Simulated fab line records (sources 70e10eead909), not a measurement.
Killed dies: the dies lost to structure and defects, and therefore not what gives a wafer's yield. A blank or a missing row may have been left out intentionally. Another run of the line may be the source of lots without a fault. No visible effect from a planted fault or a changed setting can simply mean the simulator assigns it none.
Chamber matching | flow nand harc | pecvd-03 running NHARC_A_STAIRCASE_DEP_417: 3 sister chambers
The step deposits Si3N4, target thk 60 nm. 6 wafers are shown with their chamber, then 11 later ones without.

== WAFERS WITH THEIR CHAMBER ==
wafer  | chamber | heater power w (W)
L091.5 | 0       | 597
L091.6 | 1       | 673
L093.2 | 1       | 633
L093.4 | 2       | 715
L093.6 | 0       | 619
L094.1 | 2       | 721

== WAFERS MISSING THEIR CHAMBER ==
wafer  | heater power w (W)
L094.2 | 691
L094.5 | 556
L096.1 | 717
L096.3 | 688
L096.5 | 641
L095.2 | 641
L095.4 | 633
L095.6 | 631
L097.1 | 639
L097.2 | 604
L097.3 | 674

== CHAMBER TAKEN BY EACH ==
wafer  | from the rows above     | in truth
L094.2 | can't be placed: 2 or 1 | 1
L094.5 | 0                       | 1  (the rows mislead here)
L096.1 | 2                       | 2
L096.3 | can't be placed: 2 or 1 | 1
L096.5 | can't be placed: 1 or 0 | 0
L095.2 | can't be placed: 1 or 0 | 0
L095.4 | can't be placed: 1 or 0 | 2
L095.6 | can't be placed: 1 or 0 | 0
L097.1 | can't be placed: 1 or 0 | 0
L097.2 | 0                       | 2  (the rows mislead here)
L097.3 | can't be placed: 1 or 2 | 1
Placed correctly: 1 of 11. Can't be placed from these rows: 8 (the true chamber is among the candidates in 7). 2 placed wrongly.
How it was worked out, from the rows above alone: a wafer's distance from a chamber is the root of the sum, over the readings, of the square of ((its reading less the chamber's mean) divided by the reading's scatter). If the next closest chamber is less than 2 further off than the closest, the wafer can't be placed; otherwise it belongs to the closest. For every chamber, the mean is computed from those of its wafers that are shown. How the scatter is found: for the shown wafers, subtract from each reading the mean of its chamber, square and add these, divide the total by (wafers less chambers), then take the root.
